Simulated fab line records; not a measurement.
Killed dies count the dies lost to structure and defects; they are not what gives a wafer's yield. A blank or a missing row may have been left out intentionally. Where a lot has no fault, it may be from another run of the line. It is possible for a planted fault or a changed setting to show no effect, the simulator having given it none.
fab line records	flow n5Finfet	part 1 of 2: steps 1 to 4 of 6
record: lots: 20	wafers: 60	lastDay: 20
route steps=1938 shown ILD0@339 SDB@360
lots with no fault: from the same line, run without faults
startH: hours from the record's opening day to when the first of the lot's shown wafers began	waitH: hours since the lot's step before	" identical to the entry in the row above	L1.1+2: a single row standing in for several wafers	- value missing, or start not given	* or withheld: withheld	< > ~ a bound
route shown NAME@n: a module of which the file shows steps, and the number in the route of the first	usual: the fault-free wafers' mean and standard deviation	same: alike in all rows	chamber/n: place in a boat	sites: each site's reading	_std_site: standard deviation across them	_edge_site: the outer-site mean with the inner-site mean subtracted	radiusMm: how far each site lies from the wafer's centre	mask NAME#n: copy n	behind: the last tool/chamber to shape the wafer	hold: why the lot went on hold/how many hours it stayed there/how the hold came to an end	device: whichever transistor did not switch (one of n, p or np)	end of line: the same wafers' tests at the end of the route	for a step that has no rows: nothing shown but its recipe	killed: the dies lost at the first sort to structure and to defects; this is not the yield of the wafer	map: per-die view of a wafer (x killed, . not killed, _ where there is no die)
set.NAME: the setting that was run; set.NAME@STEP: the one run at that earlier step	model.NAME: the simulator's own value behind a step, which no gauge read
one table for each step of the route and one row for each wafer, over a sample of lots
services: from which hour (startH, from the record's first day; less than 0 if before it) a tool's chamber was out of use, for how many hours, and why
== steps ==
step: N5_ILD0_THK_MEAS_04
usual: thkNm: 197.2/1.2
lot.wafer	tool	chamber	startH	waitH	thkNm
L074.2	filmMetro-02	-	61.47	-	199.0
L074.4	"	-	"	"	199.5
L074.6	"	-	"	"	198.6
L075.2	filmMetro-01	-	67.88	-	198.3
L075.4	"	-	"	"	197.1
L075.5	"	-	"	"	197.6
L077.1	filmMetro-01	-	78.79	-	196.9
L077.5	"	-	"	"	197.2
L077.6	"	-	"	"	197.8
L078.1	filmMetro-01	-	85.90	-	197.9
L078.4	"	-	"	"	196.8
L078.5	"	-	"	"	197.0
L079.1	filmMetro-01	-	90.73	-	197.6
L079.2	"	-	"	"	197.5
L079.3	"	-	"	"	196.7
L080.1	filmMetro-01	-	97.09	-	198.3
L080.2	"	-	"	"	199.0
L080.4	"	-	"	"	198.1
L081.2	filmMetro-01	-	104.69	-	197.9
L081.3	"	-	"	"	197.9
L081.4	"	-	"	"	196.4
L082.3	filmMetro-01	-	111.80	-	195.2
L082.5	"	-	"	"	196.1
L082.6	"	-	"	"	198.4
L083.1	filmMetro-01	-	119.51	-	197.4
L083.3	"	-	"	"	199.0
L083.5	"	-	"	"	200.1
L084.3	filmMetro-02	-	125.94	-	197.5
L084.5	"	-	"	"	197.4
L084.6	"	-	"	"	195.8
L085.3	filmMetro-02	-	132.69	-	195.5
L085.4	"	-	"	"	195.6
L085.6	"	-	"	"	196.1
L086.2	filmMetro-02	-	138.68	-	197.1
L086.3	"	-	"	"	194.0
L086.5	"	-	"	"	195.5
L087.1	filmMetro-02	-	145.09	-	198.9
L087.2	"	-	"	"	195.6
L087.5	"	-	"	"	196.5
L088.1	filmMetro-01	-	149.19	-	197.2
L088.3	"	-	"	"	197.6
L088.6	"	-	"	"	197.5
L090.4	filmMetro-02	-	157.34	-	197.9
L090.5	"	-	"	"	197.3
L090.6	"	-	"	"	196.4
L091.2	filmMetro-01	-	168.61	-	197.4
L091.4	"	-	"	"	198.9
L091.6	"	-	"	"	198.1
L093.1	filmMetro-01	-	180.53	-	196.6
L093.2	"	-	"	"	195.8
L093.6	"	-	"	"	195.5
L094.1	filmMetro-02	-	182.03	-	196.9
L094.2	"	-	"	"	196.4
L094.6	"	-	"	"	195.6
L095.2	filmMetro-02	-	189.52	-	196.3
L095.3	"	-	"	"	199.3
L095.6	"	-	"	"	196.7
L097.1	filmMetro-02	-	205.68	-	198.1
L097.2	"	-	"	"	198.5
L097.4	"	-	"	"	197.6
step: N5_SDB_ETCH_17
recipe: chemistry: CF4	target: SiARC	targetDepthA: 234	maskMaterial: CAR-ArF	timeS: 39	ionEnergyEv: 80	pressureMtorr: 40	sourceW: 545	biasW: 36	Ar_flow_sccm: 100	cf4FlowSccm: 100	ends: cleared
usual: cf4FlowSccm: 100.0/0.3	drypumpMotorCurrentA: 5.6/0.37	etchRfOnTimeS: 39.1/0.87	mfcArSccm: 99.97/0.26	oesProductAu: 0.69/0.082	rfVppV: 184.6/1.2	showerheadPlenumPTorr: 2.19/0.06	throttleValvePct: 15.46/0.28
lot.wafer	tool	chamber	startH	waitH	cf4FlowSccm	drypumpMotorCurrentA	etchRfOnTimeS	mfcArSccm	oesProductAu	rfHoursCounterH	rfVppV	showerheadPlenumPTorr	throttleValvePct
L074.2	rieDiel-01	3	65.67	0.0	100.2	5.2	37.7	99.74	0.81	9	184.2	2.20	15.27
L074.4	"	2	"	"	100.2	5.9	39.3	99.84	0.74	24	187.3	2.25	15.15
L074.6	"	0	"	"	100.0	5.9	40.5	100.15	0.57	-	181.8	2.03	15.50
L075.2	rieDiel-06	3	72.20	0.0	99.9	4.9	39.7	100.00	0.62	171	183.1	2.06	15.62
L075.4	"	2	"	"	100.2	5.6	38.7	99.68	0.60	214	184.7	2.20	15.46
L075.5	"	3	"	"	99.7	4.9	40.0	99.75	0.62	-	183.2	2.06	15.62
L077.1	rieDiel-01	0	83.78	0.0	99.7	5.9	40.6	100.26	0.57	246	182.4	2.03	15.51
L077.5	"	3	"	"	99.7	5.2	37.8	100.12	0.80	-	183.6	2.20	15.28
L077.6	"	2	"	"	100.0	5.9	39.3	99.90	0.74	-	186.0	2.25	15.17
L078.1	rieDiel-06	0	90.56	0.0	101.0	5.2	39.7	100.12	0.60	236	183.5	2.20	15.42
L078.4	"	3	"	"	100.2	5.0	38.7	99.98	0.63	175	182.7	2.06	15.61
L078.5	"	2	"	"	100.0	5.7	38.0	99.99	0.60	-	184.9	2.20	15.48
L079.1	rieDiel-04	1	95.29	0.0	100.0	6.3	38.9	99.73	0.65	165	183.9	2.22	15.94
L079.2	"	3	"	"	100.1	5.5	40.8	100.15	0.58	236	183.9	2.20	15.63
L079.3	"	0	"	"	99.9	6.1	38.9	100.20	0.58	249	184.2	2.20	15.55
L080.1	rieDiel-01	1	101.40	0.0	99.8	5.3	39.4	99.79	0.64	180	185.3	2.23	15.78
L080.2	"	2	"	"	99.8	5.9	39.1	100.18	0.74	34	185.6	2.25	15.19
L080.4	"	1	"	"	99.9	5.3	39.3	99.78	0.65	-	185.0	2.23	15.78
L081.2	rieDiel-01	1	109.68	0.0	99.8	5.3	39.3	100.34	0.64	183	184.1	2.23	15.78
L081.3	"	2	"	"	100.0	5.9	38.8	99.69	0.74	37	185.7	2.24	15.19
L081.4	"	3	"	"	99.9	5.3	37.1	100.34	0.79	-	183.7	2.19	15.30
L082.3	rieDiel-01	2	116.91	0.0	100.2	6.0	39.4	99.58	0.72	-	184.3	2.24	15.20
L082.5	"	2	"	"	100.2	5.9	39.2	99.93	0.73	-	185.0	2.24	15.21
L082.6	"	3	"	"	100.3	5.2	37.5	99.95	0.78	-	186.0	2.19	15.32
L083.1	rieDiel-06	0	123.81	0.0	100.1	5.2	40.5	99.82	0.59	245	184.6	2.19	15.45
L083.3	"	3	"	"	99.8	4.9	40.0	99.91	0.61	185	182.6	2.06	15.64
L083.5	"	0	"	"	100.2	5.2	40.7	99.91	0.59	-	183.9	2.19	15.46
L084.3	rieDiel-01	1	130.40	0.0	99.7	5.3	39.0	99.42	0.63	187	185.5	2.23	15.79
L084.5	"	0	"	"	99.9	5.9	39.3	100.40	0.82	-	186.7	2.28	15.04
L084.6	"	3	"	"	99.8	5.2	37.1	100.15	0.77	-	185.2	2.19	15.32
L085.3	rieDiel-01	2	137.07	0.0	100.4	5.9	39.3	99.82	0.71	46	184.1	2.24	15.20
L085.4	"	0	"	"	99.6	5.9	39.4	99.78	0.80	4	185.7	2.28	15.06
L085.6	"	0	"	"	99.5	5.9	39.2	100.04	0.80	-	185.1	2.28	15.04
L086.2	rieDiel-04	0	143.63	0.0	100.1	6.0	38.6	99.32	0.83	12	184.7	2.19	15.05
L086.3	"	2	"	"	100.4	6.0	39.5	99.91	0.62	189	184.0	2.13	15.66
L086.5	"	0	"	"	100.2	6.1	38.4	99.20	0.82	-	184.2	2.19	15.07
L087.1	rieDiel-01	3	150.63	0.0	99.6	5.3	37.2	100.05	0.77	35	185.3	2.19	15.35
L087.2	"	1	"	"	100.7	5.3	40.0	99.61	0.62	194	183.6	2.23	15.81
L087.5	"	1	"	"	100.5	5.3	39.7	99.90	0.63	-	185.7	2.23	15.79
L088.1	rieDiel-01	3	153.36	0.0	100.2	5.2	36.6	100.00	0.78	36	184.8	2.19	15.33
L088.3	"	2	"	"	100.2	5.9	39.6	100.08	0.71	52	184.7	2.24	15.20
L088.6	"	0	"	"	100.7	5.9	39.4	99.69	0.78	-	185.8	2.28	15.05
L090.4	rieDiel-06	2	161.56	0.0	99.9	5.6	38.5	99.94	0.59	-	185.2	2.19	15.52
L090.5	"	1	"	"	100.1	5.6	39.7	100.60	0.70	-	185.1	2.16	15.62
L090.6	"	3	"	"	100.2	4.9	39.9	99.45	0.60	-	183.1	2.05	15.66
L091.2	rieDiel-06	1	173.13	0.0	100.1	5.6	39.9	99.93	0.69	78	185.3	2.15	15.63
L091.4	"	2	"	"	100.2	5.6	38.7	100.03	0.58	-	186.2	2.19	15.52
L091.6	"	1	"	"	100.2	5.5	39.9	100.15	0.70	-	184.2	2.15	15.63
L093.1	rieDiel-04	3	184.97	0.0	99.8	5.5	38.8	100.36	0.78	12	185.1	2.19	15.15
L093.2	"	0	"	"	99.9	6.1	38.3	99.81	0.80	29	185.0	2.19	15.11
L093.6	"	1	"	"	100.0	6.2	38.4	99.71	0.63	-	186.0	2.21	16.00
L094.1	rieDiel-06	2	186.35	0.0	100.2	5.6	38.3	99.75	0.59	252	183.5	2.19	15.55
L094.2	"	0	"	"	100.2	5.2	39.2	100.56	0.82	4	185.3	2.19	15.00
L094.6	"	0	"	"	100.5	5.2	39.1	100.43	0.82	-	182.8	2.19	14.97
L095.2	rieDiel-04	0	193.58	0.0	99.8	6.0	38.7	100.29	0.79	31	184.9	2.19	15.11
L095.3	"	3	"	"	100.2	5.5	38.8	100.20	0.77	15	184.2	2.19	15.16
L095.6	"	1	"	"	99.8	6.2	38.6	99.95	0.63	-	185.6	2.21	16.00
L097.1	rieDiel-04	0	209.86	0.0	100.0	6.1	39.1	99.91	0.78	36	184.3	2.18	15.12
L097.2	"	2	"	"	99.8	5.9	40.0	99.78	0.61	211	184.4	2.12	15.71
L097.4	"	3	"	"	100.2	5.5	39.3	99.80	0.76	20	184.5	2.19	15.19
step: N5_SDB_HM_OPEN_20
recipe: chemistry: CH3F/O2	target: SiNx	maskMaterial: SOC	targetDepthA: 240	stopOn: poly-Si	overEtchFrac: 0.4	ionEnergyEv: 120	pressureMtorr: 30	sourceW: 395	biasW: 73	Ar_flow_sccm: 150	CH3F_flow_sccm: 30	O2_flow_sccm: 20
usual: drypumpMotorCurrentA: 5.6/0.37	mfcArSccm: 150.0/0.48	oes_o_777_au: 0.81/0.091	oesProductAu: 0.66/0.076	rfVppV: 296/6.1	showerheadPlenumPTorr: 2.05/0.06	throttleValvePct: 16.19/0.29
lot.wafer	tool	chamber	startH	waitH	drypumpMotorCurrentA	mfcArSccm	oes_o_777_au	oesProductAu	rfHoursCounterH	rfVppV	showerheadPlenumPTorr	throttleValvePct
L074.2	rieDiel-01	3	65.87	0.0	5.2	150.2	0.96	0.77	9	290	2.05	16.01
L074.4	"	2	"	"	5.9	150.1	0.88	0.73	25	292	2.11	15.89
L074.6	"	0	"	"	5.9	149.6	0.68	0.57	-	292	1.90	16.25
L075.2	rieDiel-06	3	72.39	0.0	4.9	151.0	0.73	0.60	171	295	1.92	16.30
L075.4	"	2	"	"	5.6	150.2	0.74	0.58	214	284	2.06	16.21
L075.5	"	3	"	"	4.9	150.5	0.73	0.60	-	296	1.92	16.30
L077.1	rieDiel-01	0	83.97	0.0	5.9	150.2	0.67	0.55	247	292	1.90	16.26
L077.5	"	3	"	"	5.2	149.3	0.95	0.76	-	288	2.05	16.00
L077.6	"	2	"	"	5.9	149.7	0.88	0.72	-	292	2.11	15.90
L078.1	rieDiel-06	0	90.75	0.0	5.2	148.6	0.70	0.58	236	305	2.04	16.08
L078.4	"	3	"	"	4.9	150.4	0.72	0.60	175	295	1.91	16.30
L078.5	"	2	"	"	5.6	149.8	0.74	0.58	-	285	2.06	16.22
L079.1	rieDiel-04	1	95.48	0.0	6.3	150.2	0.78	0.61	166	298	2.09	16.72
L079.2	"	3	"	"	5.5	149.3	0.68	0.56	236	314	2.06	16.37
L079.3	"	0	"	"	6.1	149.6	0.68	0.54	249	303	2.05	16.22
L080.1	rieDiel-01	1	101.60	0.0	5.3	151.2	0.74	0.61	180	298	2.08	16.47
L080.2	"	2	"	"	5.9	149.9	0.86	0.72	34	293	2.10	15.92
L080.4	"	1	"	"	5.3	150.6	0.74	0.63	-	299	2.08	16.45
L081.2	rieDiel-01	1	109.88	0.0	5.3	149.8	0.74	0.61	183	297	2.08	16.47
L081.3	"	2	"	"	5.9	149.6	0.86	0.72	37	292	2.10	15.90
L081.4	"	3	"	"	5.2	149.8	0.93	0.75	-	289	2.05	16.03
L082.3	rieDiel-01	2	117.21	0.0	5.9	149.7	0.84	0.69	-	294	2.10	15.91
L082.5	"	2	"	"	5.9	149.9	0.86	0.71	-	293	2.10	15.92
L082.6	"	3	"	"	5.3	150.0	0.93	0.76	-	289	2.05	16.03
L083.1	rieDiel-06	0	124.01	0.0	5.2	150.9	0.69	0.58	246	304	2.04	16.08
L083.3	"	3	"	"	4.9	150.4	0.72	0.59	185	297	1.91	16.31
L083.5	"	0	"	"	5.2	150.8	0.69	0.58	-	304	2.04	16.08
L084.3	rieDiel-01	1	130.59	0.0	5.3	150.0	0.73	0.61	187	296	2.08	16.48
L084.5	"	0	"	"	5.9	149.6	0.95	0.79	-	298	2.15	15.86
L084.6	"	3	"	"	5.2	150.0	0.92	0.73	-	289	2.05	16.05
L085.3	rieDiel-01	2	137.26	0.0	5.9	149.6	0.85	0.69	46	293	2.10	15.93
L085.4	"	0	"	"	5.9	150.0	0.93	0.78	4	296	2.15	15.86
L085.6	"	0	"	"	5.9	150.9	0.93	0.77	-	298	2.15	15.85
L086.2	rieDiel-04	0	143.82	0.0	6.1	149.7	0.96	0.79	12	300	2.05	15.77
L086.3	"	2	"	"	5.9	149.8	0.73	0.60	190	299	1.99	16.43
L086.5	"	0	"	"	6.1	150.3	0.95	0.79	-	301	2.05	15.76
L087.1	rieDiel-01	3	150.82	0.0	5.2	150.5	0.90	0.72	35	287	2.04	16.05
L087.2	"	1	"	"	5.3	149.6	0.73	0.61	194	298	2.07	16.48
L087.5	"	1	"	"	5.3	149.7	0.73	0.61	-	296	2.08	16.50
L088.1	rieDiel-01	3	153.56	0.0	5.2	150.2	0.90	0.72	36	288	2.04	16.05
L088.3	"	2	"	"	5.9	150.2	0.83	0.68	52	292	2.10	15.94
L088.6	"	0	"	"	5.9	149.6	0.91	0.77	-	296	2.15	15.86
L090.4	rieDiel-06	2	161.77	0.0	5.6	150.0	0.72	0.57	-	286	2.05	16.26
L090.5	"	1	"	"	5.5	149.9	0.84	0.69	-	301	2.02	16.38
L090.6	"	3	"	"	4.9	150.4	0.71	0.58	-	297	1.91	16.35
L091.2	rieDiel-06	1	173.32	0.0	5.5	150.1	0.83	0.67	78	300	2.02	16.38
L091.4	"	2	"	"	5.6	149.8	0.71	0.57	-	288	2.05	16.26
L091.6	"	1	"	"	5.6	150.2	0.83	0.69	-	301	2.02	16.40
L093.1	rieDiel-04	3	185.17	0.0	5.5	149.8	0.89	0.76	12	314	2.05	15.91
L093.2	"	0	"	"	6.1	149.4	0.92	0.76	29	302	2.04	15.81
L093.6	"	1	"	"	6.2	150.4	0.76	0.61	-	296	2.08	16.79
L094.1	rieDiel-06	2	186.54	0.0	5.6	149.3	0.71	0.55	252	286	2.05	16.27
L094.2	"	0	"	"	5.2	150.5	0.94	0.77	4	305	2.03	15.60
L094.6	"	0	"	"	5.2	150.2	0.93	0.80	-	307	2.03	15.62
L095.2	rieDiel-04	0	193.77	0.0	6.1	150.4	0.91	0.75	31	302	2.04	15.80
L095.3	"	3	"	"	5.5	149.5	0.89	0.75	15	313	2.05	15.92
L095.6	"	1	"	"	6.3	149.3	0.76	0.61	-	296	2.08	16.81
L097.1	rieDiel-04	0	210.05	0.0	6.1	149.6	0.91	0.73	36	301	2.04	15.80
L097.2	"	2	"	"	6.0	149.7	0.71	0.59	211	300	1.99	16.47
L097.4	"	3	"	"	5.5	149.2	0.88	0.72	20	312	2.05	15.90
step: N5_SDB_ETCH_25
recipe: chemistry: C4F6/O2	target: SiO2	targetDepthA: 100	timeS: 3.3	ionEnergyEv: 250	maskMaterial: SiNx	pressureMtorr: 30	sourceW: 345	biasW: 185	Ar_flow_sccm: 300	C4F6_flow_sccm: 10	O2_flow_sccm: 10
usual: drypumpMotorCurrentA: 5.6/0.39	mfcArSccm: 300.0/0.88	oes_o_777_au: 0.79/0.087	oesProductAu: 0.78/0.091	rfVppV: 666/17	showerheadPlenumPTorr: 2.89/0.076	throttleValvePct: 21.07/0.29
lot.wafer	tool	chamber	startH	waitH	drypumpMotorCurrentA	mfcArSccm	oes_o_777_au	oesProductAu	rfHoursCounterH	rfVppV	showerheadPlenumPTorr	throttleValvePct
L074.2	rieDiel-04	3	66.21	0.1	5.5	299.5	0.71	0.69	225	703	2.93	21.10
L074.4	"	2	"	"	5.9	300.1	0.77	0.75	159	673	2.85	21.20
L074.6	"	1	"	"	6.2	298.5	0.78	0.76	-	664	2.98	21.61
L075.2	rieDiel-06	3	72.73	0.0	5.0	300.8	0.72	0.73	171	663	2.73	21.10
L075.4	"	1	"	"	5.6	299.7	0.87	0.86	41	674	2.89	21.21
L075.5	"	2	"	"	5.6	300.8	0.73	0.70	-	638	2.93	20.98
L077.1	rieDiel-06	1	84.27	0.0	5.6	298.7	0.86	0.87	44	675	2.89	21.22
L077.5	"	3	"	"	4.9	299.7	0.72	0.72	-	662	2.73	21.09
L077.6	"	0	"	"	5.2	300.0	0.70	0.71	-	683	2.90	20.76
L078.1	rieDiel-06	1	91.05	0.0	5.6	300.6	0.86	0.87	45	675	2.89	21.25
L078.4	"	3	"	"	5.0	300.5	0.71	0.72	175	662	2.73	21.10
L078.5	"	3	"	"	5.0	300.4	0.71	0.72	-	662	2.73	21.07
L079.1	rieDiel-04	0	96.00	0.0	6.1	300.5	0.69	0.68	249	677	2.91	20.98
L079.2	"	3	"	"	5.5	298.0	0.70	0.68	236	702	2.93	21.12
L079.3	"	2	"	"	5.9	300.4	0.75	0.75	169	674	2.84	21.23
L080.1	rieDiel-01	1	102.20	0.1	5.3	299.8	0.73	0.74	181	668	2.95	21.28
L080.2	"	2	"	"	5.9	301.9	0.88	0.86	34	655	2.99	20.69
L080.4	"	3	"	"	5.2	299.8	0.93	0.92	-	643	2.92	20.91
L081.2	rieDiel-04	3	110.18	0.0	5.5	301.2	0.70	0.67	242	701	2.92	21.13
L081.3	"	2	"	"	5.9	300.7	0.74	0.74	176	672	2.84	21.23
L081.4	"	2	"	"	6.0	300.9	0.75	0.73	-	674	2.84	21.23
L082.3	rieDiel-01	3	117.99	0.5	5.2	299.9	0.91	0.91	-	645	2.91	20.94
L082.5	"	2	"	"	5.9	299.7	0.87	0.85	-	653	2.98	20.70
L082.6	"	3	"	"	5.2	300.5	0.91	0.92	-	645	2.91	20.95
L083.1	rieDiel-06	1	124.38	0.1	5.5	299.2	0.84	0.85	55	674	2.88	21.22
L083.3	"	2	"	"	5.6	299.4	0.72	0.69	228	639	2.93	21.01
L083.5	"	0	"	"	5.2	299.2	0.69	0.70	-	684	2.89	20.75
L084.3	rieDiel-06	2	130.89	0.0	5.6	299.2	0.72	0.68	230	640	2.93	21.00
L084.5	"	3	"	"	5.0	298.6	0.71	0.70	-	661	2.73	21.11
L084.6	"	2	"	"	5.6	300.9	0.72	0.68	-	639	2.93	21.00
L085.3	rieDiel-06	2	137.56	0.0	5.6	299.5	0.72	0.69	233	638	2.92	21.01
L085.4	"	0	"	"	5.2	300.0	0.69	0.70	249	685	2.89	20.77
L085.6	"	2	"	"	5.6	301.6	0.73	0.69	-	640	2.92	21.02
L086.2	rieDiel-06	1	144.12	0.0	5.6	300.9	0.83	0.84	63	675	2.88	21.24
L086.3	"	2	"	"	5.6	299.9	0.72	0.68	235	639	2.92	21.02
L086.5	"	3	"	"	4.9	300.1	0.71	0.70	-	662	2.72	21.11
L087.1	rieDiel-04	0	151.12	0.0	6.1	299.9	0.96	0.95	16	676	2.90	20.61
L087.2	"	2	"	"	5.9	299.4	0.75	0.73	194	673	2.83	21.26
L087.5	"	0	"	"	6.1	300.2	0.96	0.95	-	677	2.90	20.59
L088.1	rieDiel-06	1	153.86	0.0	5.6	300.4	0.83	0.83	67	673	2.88	21.26
L088.3	"	2	"	"	5.7	300.1	0.72	0.68	236	640	2.92	21.02
L088.6	"	3	"	"	4.9	300.7	0.70	0.71	-	663	2.72	21.11
L090.4	rieDiel-06	2	162.07	0.1	5.6	300.1	0.71	0.68	-	638	2.92	21.01
L090.5	"	1	"	"	5.6	299.9	0.82	0.83	-	672	2.88	21.24
L090.6	"	3	"	"	4.9	300.8	0.69	0.71	-	661	2.72	21.14
L091.2	rieDiel-06	3	173.62	0.0	5.0	299.8	0.69	0.70	207	663	2.72	21.12
L091.4	"	2	"	"	5.6	300.1	0.71	0.67	-	639	2.92	21.03
L091.6	"	3	"	"	5.0	299.7	0.69	0.69	-	662	2.72	21.15
L093.1	rieDiel-01	0	185.47	0.0	5.9	300.5	0.87	0.89	22	666	3.04	20.78
L093.2	"	2	"	"	5.9	301.3	0.83	0.81	65	654	2.97	20.72
L093.6	"	0	"	"	5.9	299.8	0.88	0.89	-	665	3.04	20.78
L094.1	rieDiel-06	0	187.02	0.2	5.2	299.2	0.94	0.97	4	682	2.89	20.41
L094.2	"	1	"	"	5.6	301.0	0.82	0.80	84	672	2.87	21.26
L094.6	"	1	"	"	5.6	301.5	0.81	0.81	-	675	2.87	21.29
L095.2	rieDiel-04	2	194.11	0.0	5.9	300.2	0.73	0.72	206	672	2.83	21.25
L095.3	"	3	"	"	5.5	298.5	0.91	0.92	15	700	2.91	20.76
L095.6	"	2	"	"	5.9	300.0	0.72	0.72	-	672	2.83	21.28
L097.1	rieDiel-04	2	210.35	0.0	5.9	301.1	0.73	0.71	211	671	2.83	21.29
L097.2	"	0	"	"	6.1	299.1	0.92	0.92	36	675	2.89	20.63
L097.4	"	3	"	"	5.5	299.9	0.90	0.89	20	700	2.91	20.77
